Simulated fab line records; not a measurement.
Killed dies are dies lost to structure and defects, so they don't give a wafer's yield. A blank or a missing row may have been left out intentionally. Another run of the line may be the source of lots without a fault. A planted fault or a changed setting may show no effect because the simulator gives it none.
fab line records	flow n5-finfet
[record] lots = 6	wafers = 17	last-day = 18
route steps=1938 shown PMOS_HMC_CHANNEL_EPI@61 BEOL_M4@1111 PASSIVATION@1936
lots that met no fault: from a run of the same line without faults
start-h: the number of hours between the record's first day and the start of the first shown wafer of the lot	wait-h: hours since the lot's step before	" same as the row above	L1.1+2: one row covering several wafers at once	- either no value or no given start	* or withheld: withheld	< > ~ a bound
route shown NAME@n: NAME is a module with steps in the file, n the number in the route of the first one	usual: mean/standard deviation taken from wafers without a fault	same: alike in all rows	chamber/n: place in a boat	sites: readings site by site	_std_site: standard deviation across them	_edge_site: mean of outer sites minus mean of inner sites	radius-mm: for every site, how far away it sits from the centre of the wafer	mask NAME#n: copy n	behind: the most recent tool/chamber to have shaped the wafer	hold: cause of the lot's hold/its duration in hours/its outcome	device: which transistor (n, p or np) failed to switch	end of line: the route-end tests of the same wafers	a step with no rows: only its recipe	killed: dies lost to structure and defects at the first sort, not the wafer's yield	map: dies across one wafer; x = killed, . = not, _ = none there
set.NAME: setting as actually run; set.NAME@STEP: the setting as run at that earlier step	model.NAME: the simulator's own value behind a step, which no gauge read
lots at some steps of the route; a table a step, a row a wafer
services: when a tool's chamber went out of use (start-h, in hours from the record's first day, below 0 if earlier), for how many hours, and the reason
[[steps]]
[step N5_PMOS_HMC_CHANNEL_EPI_SOFTBAKE_04]
[recipe] temp-c = 110	time-s = 60	resist = CAR-ArF-block
[step N5_PMOS_HMC_CHANNEL_EPI_EXPOSE_06]
[recipe] mask-id = PMOS_HMC_BLK	na = 1.35	source-shape = conventional	sigma-outer = 0.8	polarization = unpolarized	target-cd-nm = 240	dose-mj = 41
[step N5_PMOS_HMC_CHANNEL_EPI_PEB_07]
[recipe] peb-temp-c = 110	peb-time-s = 60	resist = CAR-ArF-block
[step N5_PMOS_HMC_CHANNEL_EPI_DEVELOP_08]
[recipe] develop-time-s = 30	developer = TMAH	resist = CAR-ArF-block	dev-temp-c = 23	rinse-liquid = diw	dry = air-spin
[step N5_PMOS_HMC_CHANNEL_EPI_CD_MEAS_09]
[recipe] target-cd-nm = 237.4	landing-energy-ev = 500	detector = se-inlens
[usual] cd-nm = 237.1/0.8
lot.wafer	tool	chamber	start-h	wait-h	cd-nm
L402.3	cd-sem-02	0	41.15	-	237.5
L402.4	"	0	"	"	236.6
L402.6	"	0	"	"	236.6
L404.3	cd-sem-03	0	53.53	-	237.4
L404.5	"	0	"	"	237.7
L404.6	"	0	"	"	236.7
L410.1	cd-sem-01	0	89.75	-	236.4
L410.2	"	0	"	"	237.1
L410.3	"	0	"	"	237.0
L418.3	cd-sem-02	0	137.52	-	237.0
L418.5	"	0	"	"	236.2
L420.3	cd-sem-01	0	149.82	-	237.2
L420.5	"	0	"	"	237.2
L420.6	"	0	"	"	238.6
L421.2	cd-sem-02	0	157.27	-	236.6
L421.3	"	0	"	"	237.3
L421.5	"	0	"	"	237.5
[step N5_PMOS_HMC_CHANNEL_EPI_OVL_MEAS_10]
[recipe] points-per-wafer = 44
[usual] PMOS_HMC_BLK_OVL = 0.7/0.69
[same] points-per-wafer = 44
lot.wafer	tool	chamber	start-h	wait-h	PMOS_HMC_BLK_OVL[nm]
L402.3	overlay-01	0	41.18	0.0	0.5
L402.4	"	0	"	"	0.2
L402.6	"	0	"	"	-0.2
L404.3	overlay-02	0	53.60	0.1	1.2
L404.5	"	0	"	"	1.6
L404.6	"	0	"	"	0.7
L410.1	overlay-01	0	89.78	0.0	1.5
L410.2	"	0	"	"	-0.7
L410.3	"	0	"	"	0.6
L418.3	overlay-01	0	137.55	0.0	-0.3
L418.5	"	0	"	"	-0.5
L420.3	overlay-02	0	149.85	0.0	-0.1
L420.5	"	0	"	"	0.8
L420.6	"	0	"	"	0.4
L421.2	overlay-02	0	157.30	0.0	-0.1
L421.3	"	0	"	"	-1.0
L421.5	"	0	"	"	-0.5
[step N5_PMOS_HMC_CHANNEL_EPI_INSPECT_11]
[recipe] mode = adi	inspect-instrument = macro
[usual] raw-defect-count = 2/1.4
lot.wafer	tool	chamber	start-h	wait-h	raw-defect-count
L402.3	defect-inspect-01	-	41.21	0.0	0
L402.4	"	-	"	"	2
L402.6	"	-	"	"	3
L404.3	defect-inspect-01	-	53.62	0.0	6
L404.5	"	-	"	"	2
L404.6	"	-	"	"	4
L410.1	defect-inspect-02	-	89.80	0.0	0
L410.2	"	-	"	"	2
L410.3	"	-	"	"	0
L418.3	defect-inspect-01	-	137.57	0.0	0
L418.5	"	-	"	"	3
L420.3	defect-inspect-01	-	149.87	0.0	2
L420.5	"	-	"	"	1
L420.6	"	-	"	"	3
L421.2	defect-inspect-01	-	157.33	0.0	2
L421.3	"	-	"	"	3
L421.5	"	-	"	"	3
[step N5_PMOS_HMC_CHANNEL_EPI_DESCUM_14]
[recipe] chemistry = O2	time-s = 7.9	source-power-w = 50	bias-power-w = 20	pressure-mtorr = 20	rf-frequency-hz = 2.712e+07	temp-c = 40	resist = CAR-ArF-block	o2-flow-sccm = 225
[usual] drypump-motor-current-A = 5.60/0.29	oes-product-au = 0.78/0.089	rf-fwd-power-W = 49.32/0.2	rf-vpp-V = 243.1/1.4	showerhead-plenum-p-Torr = 2.09/0.065	throttle-valve-pct = 20.34/0.28
[same] time-s = 7.9
lot.wafer	tool	chamber	start-h	wait-h	drypump-motor-current-A	oes-product-au	rf-fwd-power-W	rf-hours-counter-h	rf-vpp-V	showerhead-plenum-p-Torr	throttle-valve-pct
L402.3	rie-diel-01	3	41.52	0.3	5.30	0.70	49.69	202	243.9	2.08	20.45
L402.4	"	0	"	"	5.89	0.90	49.27	22	244.4	2.14	19.99
L402.6	"	3	"	"	5.31	0.70	49.80	-	243.8	2.08	20.44
L404.3	rie-diel-01	2	54.13	0.5	5.36	0.95	49.44	5	243.3	2.05	19.86
L404.5	"	0	"	"	5.88	0.89	49.57	-	242.8	2.14	20.00
L404.6	"	3	"	"	5.32	0.70	49.46	-	242.7	2.08	20.44
L410.1	rie-diel-04	0	89.84	0.0	4.98	0.75	49.09	173	243.6	2.18	20.44
L410.2	"	3	"	"	5.19	0.68	49.45	233	241.6	1.98	20.33
L410.3	"	1	"	"	5.19	0.89	49.16	38	243.2	2.04	20.49
L418.3	rie-diel-01	0	138.38	0.8	5.88	0.84	49.11	53	244.3	2.13	20.03
L418.5	"	2	"	"	5.36	0.89	49.18	-	241.7	2.05	19.88
L420.3	rie-diel-02	2	150.05	0.2	6.02	0.74	49.18	152	241.2	2.00	20.31
L420.5	"	3	"	"	5.90	0.71	49.05	-	242.9	2.16	20.51
L420.6	"	2	"	"	6.05	0.74	49.42	-	241.6	2.00	20.32
L421.2	rie-diel-01	0	157.79	0.5	5.85	0.84	49.36	61	244.0	2.13	20.06
L421.3	"	2	"	"	5.36	0.88	49.48	36	242.0	2.04	19.90
L421.5	"	2	"	"	5.37	0.88	49.45	-	242.2	2.04	19.90
[step N5_PMOS_HMC_CHANNEL_EPI_ETCH_32]
[recipe] chemistry = N2/H2	target = BARC	stop-on = SiO2	target-depth-a = 858	over-etch-frac = 0.3	time-s = 50.3	ion-energy-ev = 200	mask-material = CAR-ArF-block	pressure-mtorr = 30	source-w = 840	bias-w = 150	n2-flow-sccm = 200	h2-flow-sccm = 200
[usual] drypump-motor-current-A = 5.60/0.29	oes-product-au = 0.67/0.071	rf-fwd-power-W = 830.7/2.7	rf-vpp-V = 524.0/2.3	showerhead-plenum-p-Torr = 2.54/0.076	throttle-valve-pct = 17.8/0.3
[same] time-s = 50.3
lot.wafer	tool	chamber	start-h	wait-h	drypump-motor-current-A	oes-product-au	rf-fwd-power-W	rf-hours-counter-h	rf-vpp-V	showerhead-plenum-p-Torr	throttle-valve-pct
L402.3	rie-diel-01	3	41.56	0.0	5.31	0.61	836.9	202	523.3	2.52	17.9
L402.4	"	0	"	"	5.86	0.76	833.4	22	524.1	2.59	17.4
L402.6	"	3	"	"	5.30	0.60	832.1	-	523.2	2.52	17.8
L404.3	rie-diel-01	2	54.17	0.0	5.36	0.80	831.7	5	522.5	2.50	17.3
L404.5	"	0	"	"	5.90	0.76	831.3	-	525.5	2.59	17.4
L404.6	"	3	"	"	5.31	0.60	829.5	-	523.2	2.52	17.9
L410.1	rie-diel-04	0	89.87	0.0	4.94	0.64	827.0	173	526.1	2.65	17.9
L410.2	"	3	"	"	5.16	0.59	829.8	233	519.1	2.41	17.9
L410.3	"	1	"	"	5.17	0.76	826.0	38	522.0	2.48	17.9
L418.3	rie-diel-01	0	138.41	0.0	5.87	0.72	830.0	53	525.0	2.58	17.4
L418.5	"	2	"	"	5.39	0.75	831.5	-	522.0	2.49	17.4
L420.3	rie-diel-02	2	150.09	0.0	5.99	0.64	832.6	152	521.6	2.44	18.0
L420.5	"	3	"	"	5.89	0.62	826.5	-	526.9	2.62	18.0
L420.6	"	2	"	"	5.96	0.63	831.0	-	521.8	2.44	18.0
L421.2	rie-diel-01	0	157.82	0.0	5.87	0.71	831.2	61	525.6	2.58	17.5
L421.3	"	2	"	"	5.36	0.74	829.9	36	522.4	2.49	17.4
L421.5	"	2	"	"	5.34	0.74	828.9	-	524.3	2.49	17.4
[step N5_PMOS_HMC_CHANNEL_EPI_HM_OPEN_15]
[recipe] chemistry = CHF3/O2	target = SiO2	mask-material = CAR-ArF-block	target-depth-a = 406	CHF3_flow_sccm = 50	O2_flow_sccm = 5	Ar_flow_sccm = 200	time-s = 20.3	pressure-mtorr = 30	source-w = 650	bias-w = 170	ion-energy-ev = 200
[usual] drypump-motor-current-A = 5.60/0.29	oes-product-au = 0.78/0.09	rf-fwd-power-W = 644.4/2.1	rf-vpp-V = 522/4.3	showerhead-plenum-p-Torr = 2.41/0.069	throttle-valve-pct = 18.83/0.27
[same] time-s = 20.3
lot.wafer	tool	chamber	start-h	wait-h	drypump-motor-current-A	oes-product-au	rf-fwd-power-W	rf-hours-counter-h	rf-vpp-V	showerhead-plenum-p-Torr	throttle-valve-pct
L402.3	rie-diel-01	3	41.60	0.0	5.32	0.71	644.2	202	530	2.39	18.90
L402.4	"	0	"	"	5.86	0.90	644.3	22	514	2.46	18.44
L402.6	"	3	"	"	5.30	0.71	645.4	-	528	2.39	18.90
L404.3	rie-diel-01	2	54.21	0.0	5.35	0.96	644.8	5	524	2.38	18.42
L404.5	"	0	"	"	5.89	0.89	644.5	-	514	2.46	18.43
L404.6	"	3	"	"	5.32	0.70	645.4	-	528	2.39	18.91
L410.1	rie-diel-04	0	89.91	0.0	4.94	0.74	645.2	173	526	2.49	18.84
L410.2	"	3	"	"	5.17	0.68	643.3	233	522	2.28	18.83
L410.3	"	1	"	"	5.19	0.91	642.5	38	519	2.36	18.96
L418.3	rie-diel-01	0	138.45	0.0	5.89	0.85	645.9	53	515	2.45	18.47
L418.5	"	2	"	"	5.36	0.90	646.7	-	523	2.37	18.45
L420.3	rie-diel-02	2	150.13	0.0	6.00	0.75	644.1	152	522	2.32	18.87
L420.5	"	3	"	"	5.89	0.71	645.5	-	520	2.48	18.97
L420.6	"	2	"	"	6.01	0.75	644.6	-	521	2.32	18.84
L421.2	rie-diel-01	0	157.87	0.0	5.93	0.83	641.4	61	514	2.44	18.47
L421.3	"	2	"	"	5.36	0.89	643.0	36	524	2.37	18.48
L421.5	"	2	"	"	5.35	0.88	642.4	-	522	2.37	18.46
[step N5_PMOS_HMC_CHANNEL_EPI_STRIP_33]
[recipe] chemistry = N2/H2	power-w = 500	temp-c = 40	pressure-mtorr = 50	rf-frequency-hz = 6e+07	overash-fraction = 0.3	bias-power-w = 8	h2-frac = 0.5	n2-flow-sccm = 300	h2-flow-sccm = 300
[usual] drypump-motor-current-A = 5.61/0.29	oes-product-au = 0.78/0.089	rf-vpp-V = 54.2/1.7	showerhead-plenum-p-Torr = 3.35/0.097	throttle-valve-pct = 18.9/0.43
lot.wafer	tool	chamber	start-h	wait-h	drypump-motor-current-A	oes-product-au	rf-hours-counter-h	rf-vpp-V	showerhead-plenum-p-Torr	throttle-valve-pct
L402.3	rie-diel-01	3	41.65	0.0	5.34	0.69	202	55.8	3.33	18.9
L402.4	"	0	"	"	5.89	0.89	22	52.4	3.42	18.4
L402.6	"	3	"	"	5.34	0.69	-	56.6	3.33	18.9
L404.3	rie-diel-01	2	54.27	0.0	5.34	0.95	5	51.9	3.30	18.3
L404.5	"	0	"	"	5.89	0.89	-	54.0	3.42	18.4
L404.6	"	3	"	"	5.33	0.69	-	52.6	3.32	18.9
L410.1	rie-diel-04	0	89.97	0.0	4.97	0.74	173	54.4	3.50	18.7
L410.2	"	3	"	"	5.22	0.68	233	53.6	3.19	18.9
L410.3	"	1	"	"	5.24	0.90	38	52.0	3.28	19.0
L418.3	rie-diel-01	0	138.51	0.0	5.93	0.85	53	54.7	3.41	18.4
L418.5	"	2	"	"	5.38	0.88	-	52.5	3.29	18.3
L420.3	rie-diel-02	2	150.19	0.0	6.02	0.76	152	52.0	3.23	19.4
L420.5	"	3	"	"	5.93	0.72	-	52.1	3.46	19.1
L420.6	"	2	"	"	6.01	0.75	-	52.7	3.23	19.4
L421.2	rie-diel-01	0	157.92	0.0	5.83	0.83	61	53.8	3.40	18.5
L421.3	"	2	"	"	5.38	0.86	36	52.5	3.29	18.3
L421.5	"	2	"	"	5.37	0.87	-	55.2	3.29	18.3
[step N5_PMOS_HMC_CHANNEL_EPI_STRIP_17]
[recipe] chemistry = SPM	time-s = 750	temp-c = 130	h2so4-h2o2-vol-ratio = 4	dry = ipa-marangoni
[step N5_PMOS_HMC_CHANNEL_EPI_ETCH_38]
[recipe] chemistry = CF4	target = SiO2	target-depth-a = 15	ion-energy-ev = 350	pressure-mtorr = 10	icp-w = 800	bias-w = 400	cf4-flow-sccm = 80
[usual] drypump-motor-current-A = 5.6/0.51	oes-product-au = 0.999/0.018	rf-fwd-power-W = 783/3.8	throttle-valve-pct = 21.76/0.18
lot.wafer	tool	chamber	start-h	wait-h	drypump-motor-current-A	oes-product-au	rf-fwd-power-W	rf-hours-counter-h	throttle-valve-pct	model.etch.depth-nm	model.SiO2_of_PMOS_HMC_CHANNEL_EPI_HM_DEP_34.thk-nm
L402.3	rie-si-04	1	42.16	0.0	5.0	1.027	783	7	21.72	1.497	34.07
L402.4	"	2	"	"	5.6	1.007	787	120	21.67	1.5	34.69
L402.6	"	2	"	"	5.6	1.003	788	-	21.65	1.487	34.83
L404.3	rie-si-02	2	54.59	0.0	5.1	1.009	778	39	21.92	1.481	34.62
L404.5	"	3	"	"	6.4	0.966	779	-	21.59	1.483	33.98
L404.6	"	2	"	"	5.2	0.997	779	-	21.93	1.479	34.7
L410.1	rie-si-05	3	90.27	0.0	6.4	1.027	786	141	21.48	1.541	34.32
L410.2	"	1	"	"	5.1	1.010	790	31	21.42	1.489	34.2
L410.3	"	0	"	"	5.1	1.002	782	7	22.03	1.507	33.93
L418.3	rie-si-04	3	138.81	0.0	5.3	1.364	780	117	22.07	2.431	33.86
L418.5	"	1	"	"	5.0	1.438	781	-	21.88	2.453	34.14
L420.3	rie-si-04	1	150.51	0.0	5.0	1.436	779	8	21.88	2.453	33.84
L420.5	"	2	"	"	5.6	1.405	789	-	21.79	2.439	33.93
L420.6	"	3	"	"	5.3	0.974	782	-	21.92	1.497	35.06
L421.2	rie-si-05	2	158.23	0.0	5.7	0.970	781	85	21.86	1.492	34.98
L421.3	"	1	"	"	5.1	1.014	784	32	21.42	1.466	34.51
L421.5	"	2	"	"	5.8	0.979	782	-	21.87	1.504	35.46
[step N5_PMOS_HMC_CHANNEL_EPI_FIN_RECESS_16]
[recipe] chemistry = HBr/Cl2	target = Si	mask-material = SiO2	target-depth-a = 540	time-s = 18	pressure-mtorr = 10	icp-w = 800	bias-w = 75	HBr_flow_sccm = 150	Cl2_flow_sccm = 80
[usual] drypump-motor-current-A = 5.6/0.51	oes-product-au = 1.000/0.018	rf-fwd-power-W = 794.5/2.5	throttle-valve-pct = 35.46/0.24
[same] time-s = 18
lot.wafer	tool	chamber	start-h	wait-h	drypump-motor-current-A	oes-product-au	rf-fwd-power-W	rf-hours-counter-h	throttle-valve-pct
L402.3	rie-si-04	1	42.18	0.0	5.0	1.025	794.5	7	35.51
L402.4	"	2	"	"	5.6	1.011	793.0	120	35.27
L402.6	"	2	"	"	5.6	1.003	794.2	-	35.27
L404.3	rie-si-02	2	54.61	0.0	5.2	1.015	790.0	39	35.69
L404.5	"	3	"	"	6.4	0.968	795.7	-	35.23
L404.6	"	2	"	"	5.1	1.006	792.6	-	35.69
L410.1	rie-si-05	3	90.29	0.0	6.4	1.004	797.5	141	34.91
L410.2	"	1	"	"	5.0	1.007	798.2	31	35.22
L410.3	"	0	"	"	5.1	1.007	792.0	7	35.87
L418.3	rie-si-04	3	138.83	0.0	5.3	0.976	796.0	117	35.48
L418.5	"	1	"	"	5.0	1.040	795.6	-	35.50
L420.3	rie-si-04	1	150.53	0.0	5.0	1.037	792.8	8	35.50
L420.5	"	2	"	"	5.6	1.004	798.2	-	35.26
L420.6	"	3	"	"	5.3	1.000	792.0	-	35.48
L421.2	rie-si-05	2	158.25	0.0	5.8	0.975	794.4	85	35.57
L421.3	"	1	"	"	5.0	1.013	793.3	32	35.22
L421.5	"	2	"	"	5.8	0.982	793.3	-	35.57
[step N5_PMOS_HMC_CHANNEL_EPI_PRECLEAN_36]
[recipe] chemistry = O3/DIW	time-s = 45	temp-c = 22	o3-ppm = 10
[step N5_PMOS_HMC_CHANNEL_EPI_PRECLEAN_18]
[recipe] chemistry = DHF	time-s = 30	temp-c = 25	dilution = withheld
[same] time-s = 30
lot.wafer	tool	chamber	start-h	wait-h	model.SiO2_of_PMOS_HMC_CHANNEL_EPI_HM_DEP_34.thk-nm
L402.3	wet-bench-06	5	42.30	0.0	24.35
L402.4	"	1	"	"	24.96
L402.6	"	2	"	"	25.14
L404.3	wet-bench-03	1	54.74	0.0	24.97
L404.5	"	2	"	"	24.26
L404.6	"	4	"	"	25.06
L410.1	wet-bench-06	6	90.41	0.0	24.54
L410.2	"	3	"	"	24.51
L410.3	"	5	"	"	24.24
L418.3	wet-bench-06	6	138.94	0.0	24.04
L418.5	"	2	"	"	24.23
L420.3	wet-bench-01	5	150.64	0.0	24.05
L420.5	"	4	"	"	24.16
L420.6	"	2	"	"	25.26
L421.2	wet-bench-01	5	158.37	0.0	25.22
L421.3	"	0	"	"	24.79
L421.5	"	7	"	"	25.65
[step N5_PMOS_HMC_CHANNEL_EPI_SRD_19]
[recipe] dry = ipa-marangoni	do-ppb = 5	time-s = 30	temp-c = 23	rinse-liquid = diw
[step N5_BEOL_M4_RC_MEAS_101]
[usual] DIBL_N = 35.9/1.3	DIBL_P = 36.3/1.5	IOFF_N = 0.153/0.023	IOFF_P = 0.208/0.028	ION_N = 672/9.7	ION_P = 462/6.6	SS_N = 71.5/0.53	SS_P = 73.3/0.59	VT_N = 250.4/2.7	VT_P = -250.5/3
lot.wafer	tool	chamber	start-h	wait-h	DIBL_N[mV/V]	DIBL_P[mV/V]	IOFF_N[nA/um]	IOFF_P[nA/um]	ION_N[uA/um]	ION_P[uA/um]	SS_N[mV/dec]	SS_P[mV/dec]	VT_N[mV]	VT_P[mV]
L402.3	prober-02	0	204.14	0.3	36.1	35.4	0.151	0.197	676	461	71.9	72.7	251.9	-251.2
L402.4	"	0	"	"	35.4	34.3	0.138	0.179	673	456	71.6	72.0	252.6	-251.9
L402.6	"	0	"	"	36.4	35.9	0.154	0.201	677	465	71.6	73.1	249.5	-251.9
L404.3	prober-01	0	223.31	0.3	36.6	35.9	0.155	0.214	669	459	72.1	73.2	248.1	-249.8
L404.5	"	0	"	"	36.7	36.9	0.171	0.230	677	467	72.6	73.8	249.9	-249.7
L404.6	"	0	"	"	36.9	37.0	0.174	0.235	682	472	71.8	73.8	248.4	-250.1
L410.1	prober-02	0	251.21	0.0	34.2	33.3	0.123	0.186	667	457	70.7	73.0	251.6	-250.0
L410.2	"	0	"	"	36.8	35.5	0.164	0.214	665	456	71.8	74.4	248.8	-249.2
L410.3	"	0	"	"	36.4	35.1	0.151	0.211	664	453	72.0	74.2	250.9	-248.5
L418.3	prober-01	0	309.51	0.3	36.2	37.9	0.171	0.215	677	460	71.5	73.1	247.6	-252.2
L418.5	"	0	"	"	32.8	34.5	0.116	0.166	664	454	70.9	72.5	256.3	-254.4
L420.3	prober-02	0	316.77	0.3	37.5	39.0	0.183	0.229	687	467	71.9	74.0	249.2	-249.6
L420.5	"	0	"	"	36.5	37.4	0.156	0.214	674	465	70.9	73.5	250.7	-248.4
L420.6	"	0	"	"	36.5	37.8	0.159	0.213	677	464	71.2	73.5	247.9	-253.8
L421.2	prober-02	0	336.56	0.2	37.9	37.7	0.182	0.238	683	473	71.5	73.2	245.8	-247.1
L421.3	"	0	"	"	36.0	36.0	0.151	0.204	684	464	70.7	72.9	247.6	-249.7
L421.5	"	0	"	"	35.7	35.8	0.147	0.208	686	468	71.6	72.5	248.5	-248.9
[step N5_PASSIVATION_PROBE_49]
[usual] defect-limited-yield = 91.1/1.5	killed_at_M0_to_M3 = 35/9.5	killed_at_M4_up = 13/5.2	killed-at-contacts = 12/6.1	killed-at-front-end = 41/14	killed-at-other = 3.8/2.9	killed-dies = 105/17	killed-open = 70/13	killed-short = 33/8.4	sort_bin_5_function = 5.1/0.97	sort_bin_6_memory = 3.4/0.69	sort-n-pass = 1075/17	sort-yield-pct = 91.1/1.5
[same] gross-dies = 1180	killed-at-back-side = 0	sort_bin_4_leakage[%] = 0	sort_bin_8_speed[%] = 0
lot.wafer	tool	chamber	start-h	wait-h	defect-limited-yield[%]	killed_at_M0_to_M3	killed_at_M4_up	killed-at-contacts	killed-at-front-end	killed-at-other	killed-dies	killed-open	killed-short	sort_bin_5_function[%]	sort_bin_6_memory[%]	sort-n-pass	sort-yield-pct[%]
L418.5	prober-01	-	417.86	0.2	92.4	30	29	2	29	0	90	54	36	5.3	2.3	1090	92.4
L420.3	prober-02	-	425.87	0.1	92.7	32	5	13	35	1	86	62	23	4.5	2.7	1094	92.7
L420.5	prober-02	-	425.97	0.2	93.0	34	5	17	26	1	83	49	33	4.4	2.3	1097	93.0
L420.6	prober-02	-	426.02	0.3	93.1	29	8	14	28	2	81	55	25	3.4	3.1	1099	93.1
// killed by level:class
L418.5 BEOL_M4:geometric-particle:open=11 BEOL_M0_SAQP:geometric-particle:short=7 STI_FIN_REVEAL:geometric-particle:open=6 BEOL_M3:geometric-particle:open=5 BEOL_M5:geometric-particle:open=5 GATE_CUT:geometric-particle:short=4 BEOL_M0_SAQP:geometric-particle:open=4 BEOL_M1:geometric-particle:open=4
L420.3 MOL_CONTACT_COAG:geometric-particle:open=10 FIN_SAQP:geometric-particle:open=9 BEOL_M0_SAQP:geometric-particle:open=8 DUMMY_GATE:geometric-particle:open=7 BEOL_M0_SAQP:geometric-particle:short=7 BEOL_M2:geometric-particle:open=4 BEOL_M3:geometric-particle:open=4 STARTING-WAFER:geometric-particle:open=4
L420.5 MOL_CONTACT_COAG:geometric-particle:open=11 BEOL_M0_SAQP:geometric-particle:short=9 FIN_SAQP:geometric-particle:open=8 BEOL_M0_SAQP:geometric-particle:open=7 MOL_CONTACT_COAG:geometric-particle:short=6 BEOL_M3:geometric-particle:open=6 FIN_SAQP:geometric-particle:short=5 BEOL_M3:geometric-particle:short=4
L420.6 MOL_CONTACT_COAG:geometric-particle:open=11 FIN_SAQP:geometric-particle:open=7 BEOL_M0_SAQP:geometric-particle:short=7 BEOL_M1:geometric-particle:open=6 FIN_SAQP:geometric-particle:short=5 DUMMY_GATE:geometric-particle:open=5 BEOL_M0_SAQP:geometric-particle:open=4 BEOL_M2:geometric-particle:open=4
[[services]]
tool	chamber	start-h	hours	kind
wet-bench-03	-	18.42	4.4	pm
rie-diel-02	-	35.76	2.0	repair
rie-si-02	-	49.66	2.8	pm
rie-diel-04	0	49.89	8.4	repair
rie-diel-02	1	50.78	2.9	repair
rie-si-02	0	63.09	-	clean
rie-si-02	0	63.09	15.3	scheduled-down
rie-si-02	0	63.09	15.3	vent-cycle
wet-bench-06	-	73.49	1.9	pm
rie-diel-01	1	93.05	9.4	repair
rie-diel-02	-	94.98	2.8	pm
rie-si-05	-	97.53	2.8	pm
rie-diel-02	3	98.87	7.9	repair
rie-si-05	1	101.46	4.7	repair
rie-si-02	3	105.71	-	clean
rie-si-02	3	105.71	30.4	scheduled-down
rie-si-02	3	105.71	30.4	vent-cycle
rie-diel-02	1	122.31	-	clean
rie-diel-02	1	122.31	-	consumable-replace:focus-ring
rie-diel-02	1	122.31	-	consumable-replace:showerhead
rie-diel-02	1	122.31	15.9	scheduled-down
rie-diel-02	1	122.31	15.9	vent-cycle
rie-diel-04	-	128.58	28.1	pm
[[key]]
[first-sign] step = N5_PMOS_HMC_CHANNEL_EPI_ETCH_38	reading = oes-product-au	direction = up	sigmas = 23	usual = 0.999	struck = 1.411
effect none on later readings
[model-effect] step = N5_PMOS_HMC_CHANNEL_EPI_ETCH_38	value = etch.depth-nm	without = 1.485	struck = 2.444
[model-effect] step = N5_PMOS_HMC_CHANNEL_EPI_PRECLEAN_18	value = SiO2_of_PMOS_HMC_CHANNEL_EPI_HM_DEP_34.thk-nm	without = 25.08	struck = 24.12
met-at N5_PMOS_HMC_CHANNEL_EPI_ETCH_38
struck-wafers L418.3,L418.5,L420.3,L420.5
onset-between 42.16 138.81
[fault] kind = process-parameter-drift	tool = rie-si-04	chamber = -	onset-h = 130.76	steps = N5_PMOS_HMC_CHANNEL_EPI_ETCH_38	channel = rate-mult	offset = 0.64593	shape = step	end-h = 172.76	scope = struck-wafers-only
